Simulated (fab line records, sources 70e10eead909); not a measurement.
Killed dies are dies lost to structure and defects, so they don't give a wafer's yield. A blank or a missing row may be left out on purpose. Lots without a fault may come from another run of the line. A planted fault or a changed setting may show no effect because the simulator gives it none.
Chamber matching | flow nand_harc | NHARC_A_ZERO_WELL_ETCH_19 on rie_diel-13: 4 sister chambers
The step etches the open film in N2/H2, target depth 80 nm, overetch 24 nm, time 87.88 s. 18 wafers are shown with their chamber, then 9 later ones without.

WAFERS WITH THEIR CHAMBER
wafer  | chamber | rf_vpp_V (V) | throttle_valve_pct (%) | bias_w (W)
L493.1 | 1       | 434.1        | 14.163                 | 150.5
L493.2 | 0       | 432.9        | 14.180                 | 149.7
L493.6 | 2       | 429.3        | 14.183                 | 149.9
L495.2 | 1       | 433.2        | 14.173                 | 150.4
L495.3 | 0       | 431.2        | 14.173                 | 150.3
L495.5 | 0       | 432.5        | 14.169                 | 150.1
L501.2 | 2       | 428.3        | 14.190                 | 150.8
L501.5 | 1       | 434.8        | 14.174                 | 149.9
L501.6 | 2       | 430.4        | 14.164                 | 150.7
L502.1 | 3       | 433.8        | 14.165                 | 149.6
L502.2 | 1       | 434.6        | 14.164                 | 150.5
L502.6 | 2       | 430.1        | 14.174                 | 149.7
L503.1 | 1       | 433.9        | 14.169                 | 150.0
L503.4 | 2       | 428.2        | 14.188                 | 149.4
L503.5 | 3       | 434.4        | 14.173                 | 149.6
L506.1 | 2       | 430.4        | 14.183                 | 150.8
L506.2 | 3       | 436.0        | 14.160                 | 150.3
L506.4 | 0       | 431.8        | 14.169                 | 150.2

SIGNATURES (means of the wafers above)
reading            | chamber 0 | chamber 1 | chamber 2 | chamber 3 | scatter within a chamber
rf_vpp_V           | 432.100   | 434.120   | 429.450   | 434.733   | 0.887
throttle_valve_pct | 14.17275  | 14.16860  | 14.18033  | 14.16600  | 0.00728
bias_w             | 150.075   | 150.260   | 150.217   | 149.833   | 0.448
Rule: a wafer's distance from a chamber is the root of the sum, over the readings, of the square of ((its reading less the chamber's mean) divided by the reading's scatter). The wafer belongs to the nearest chamber; if the next one is less than 2 further off, it can't be placed. The scatter: the root of (the sum of the squares of (reading less its chamber's mean) over the shown wafers, divided by (wafers less chambers)).

WAFERS WITHOUT THEIR CHAMBER
wafer  | rf_vpp_V (V) | throttle_valve_pct (%) | bias_w (W)
L507.2 | 433.9        | 14.143                 | 150.5
L507.4 | 433.9        | 14.188                 | 149.8
L507.6 | 434.0        | 14.157                 | 149.9
L508.1 | 431.5        | 14.174                 | 150.4
L508.2 | 434.7        | 14.192                 | 149.5
L508.5 | 434.9        | 14.162                 | 149.3
L509.1 | 429.7        | 14.167                 | 149.2
L509.4 | 433.3        | 14.167                 | 150.4
L509.5 | 436.4        | 14.166                 | 150.0

WHICH CHAMBER EACH WENT THROUGH
wafer  | from the rows above          | in truth
L507.2 | can't be placed: 1 or 3 or 0 | 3
L507.4 | can't be placed: 1 or 0 or 3 | 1
L507.6 | can't be placed: 3 or 1 or 0 | 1
L508.1 | can't be placed: 0 or 2      | 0
L508.2 | can't be placed: 3 or 1 or 0 | 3
L508.5 | can't be placed: 3 or 1      | 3
L509.1 | can't be placed: 2 or 0      | 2
L509.4 | can't be placed: 1 or 0 or 3 | 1
L509.5 | can't be placed: 3 or 1      | 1
Placed correctly: 0 of 9. Can't be placed from these rows: 9 (the true chamber is among the candidates in 9). Placed wrongly: 0.
